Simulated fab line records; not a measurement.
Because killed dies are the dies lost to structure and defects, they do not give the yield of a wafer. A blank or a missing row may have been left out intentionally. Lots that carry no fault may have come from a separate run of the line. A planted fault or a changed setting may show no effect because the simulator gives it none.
A struck lot beside a sound one    flow n5_finfet    14 out of 1938 route steps
Sound: the wafers L520.1, L520.4, L520.5. Struck: wafers L531.1, L531.4. (L531.2 of the same lot was not struck and is left out.) The cause comes at the end.
Each step with rows lists, per side, the tool, then ch with its chambers, then its first start. Under that, the readings that differ: sound wafers    struck wafers    difference of the means    sigmas: that difference in standard deviations of wafers without a fault.
alike: same words and numbers on both sides, and readings whose means sit less than 2 such deviations apart. not compared: any withheld reading, any reading some wafer has no value for, any bound like >300 that may hide the same value, and any number with overlapping values for which the record gives no deviation.
The two part at a step that has a row with sigmas, a row that says differs or no value, or rows on one side only. Numbers that don't overlap but have no deviation are shown without sigmas and don't part them. Lack of a reading on every wafer of one side parts them only where that side has two or more wafers.

N5_BEOL_M3_ANNEAL_87: time 240 s.
  sound on pvd_sputter-01, day 7 05:46; struck on pvd_sputter-02, day 9 23:07
  alike: heater_power_w
then, 4 steps without rows for these wafers: N5_BEOL_M3_SPUTTER_88 (material Cu, target thk 4.5 nm, time 8.29 s); N5_BEOL_M3_ANNEAL_89 (time 240 s); N5_BEOL_M3_SPUTTER_90 (material Cu, target thk 4.5 nm, time 8.29 s); N5_BEOL_M3_ANNEAL_91 (time 240 s).
N5_BEOL_M3_SPUTTER_92: material Cu, target thk 4.5 nm, time 8.29 s.
  sound on pvd_sputter-01, day 7 06:21; struck on pvd_sputter-02, day 9 23:41
  alike: throttle_valve_pct
then, 2 steps without rows for these wafers: N5_BEOL_M3_ANNEAL_93 (time 240 s); N5_BEOL_M3_SPUTTER_94 (material Cu, target thk 4.5 nm, time 8.29 s).
N5_BEOL_M3_ANNEAL_95: time 240 s.
  sound on pvd_sputter-01, day 7 06:39; struck on pvd_sputter-02, day 9 23:59
  alike: heater_power_w
N5_BEOL_M3_SPUTTER_96: material Cu, target thk 4.5 nm, time 8.29 s.
  sound on pvd_sputter-01, day 7 06:47; struck on pvd_sputter-02, day 10 00:08
  alike: throttle_valve_pct
then, 1 step without rows for these wafers: N5_BEOL_M3_ECD_50 (material Cu, target thk 300 nm).
N5_BEOL_M3_ANNEAL_51: time 90 s.
  sound on rtp_anneal-02 ch 0, day 7 06:59; struck on rtp_anneal-01 ch 0, day 10 00:26
reading           sound              struck       difference  sigmas
wafer_temp_C_max  227.0 227.1 226.5  225.2 225.4  -1.6        -2
N5_BEOL_M3_CMP_52: polishes, stops on SiOC, t overpolish 6.8 s, target thk 40 nm.
  sound on cmp-03 ch 0,1,2, day 7 07:19; struck on cmp-04 ch 0,3, day 10 00:44
reading                       sound           struck     difference  sigmas
barrier_field_endpoint_s (s)  24.4 25.4 25.0  13.4 13.0  -11.7       -17
time_to_endpoint_s (s)        60 61 62        38 33      -26         -7
  alike: clearing_platen_down_force_psi, motor_current_A, overpolish_run_s, slurry_filter_dp_kPa
  not compared: model.Cu_of_BEOL_M3_ECD_50.thk_nm, model.SiOC_of_BEOL_M3_ILD_DEP_00.thk_nm
N5_BEOL_M4_RC_MEAS_101:
  sound on prober-02 ch 0, day 7 23:11; struck on prober-01 ch 0, day 10 11:28
  alike: DIBL_N, DIBL_P, IOFF_N, IOFF_P, ION_N, ION_P, SS_N, SS_P, VT_N, VT_P

WHERE THEY PART
Earliest at N5_BEOL_M3_ANNEAL_51; latest, in this record, at N5_BEOL_M3_CMP_52. Later steps at which nothing parts them and some readings are alike: N5_BEOL_M4_RC_MEAS_101.

WHY: whatever the simulator had introduced
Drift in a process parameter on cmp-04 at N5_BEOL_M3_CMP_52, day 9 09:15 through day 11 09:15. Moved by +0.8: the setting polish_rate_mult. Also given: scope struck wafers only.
